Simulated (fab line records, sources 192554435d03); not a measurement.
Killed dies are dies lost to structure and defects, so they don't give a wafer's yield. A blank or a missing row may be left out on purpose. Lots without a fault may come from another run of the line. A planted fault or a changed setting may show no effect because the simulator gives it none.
Chamber matching | flow n5_finfet | N5_BEOL_M3_ETCH_77 on rie_diel-02: 4 sister chambers
The step etches underlayer in N2/H2, target depth 6.5 nm, time 5.2 s. 4 wafers are shown with their chamber, then 10 later ones without.

WAFERS WITH THEIR CHAMBER
wafer  | chamber | showerhead_plenum_p_Torr (Torr)
L084.1 | 3       | 2.40
L087.4 | 1       | 2.67
L089.1 | 0       | 2.47
L089.2 | 2       | 2.50

WAFERS WITHOUT THEIR CHAMBER
wafer  | showerhead_plenum_p_Torr (Torr)
L089.6 | 2.40
L091.1 | 2.47
L091.4 | 2.50
L091.5 | 2.40
L092.1 | 2.47
L092.3 | 2.50
L092.5 | 2.50
L096.2 | 2.66
L096.3 | 2.40
L096.4 | 2.47

WHICH CHAMBER EACH WENT THROUGH
wafer  | from the rows above | in truth
L089.6 | 3                   | 3
L091.1 | 0                   | 0
L091.4 | 2                   | 2
L091.5 | 3                   | 3
L092.1 | 0                   | 0
L092.3 | 2                   | 2
L092.5 | 2                   | 2
L096.2 | 1                   | 1
L096.3 | 3                   | 3
L096.4 | 0                   | 0
Placed correctly: 10 of 10. Can't be placed from these rows: 0. Placed wrongly: 0.
How it was worked out, from the rows above alone: a wafer's distance from a chamber is the root of the sum, over the readings, of the square of ((its reading less the chamber's mean) divided by the reading's scatter). The wafer belongs to the nearest chamber; if the next one is less than 2 further off, it can't be placed. A chamber's mean is the mean of its shown wafers. The scatter: with one shown wafer a chamber, the root of the mean of the squares of how far each hidden wafer lies from its nearest shown one.
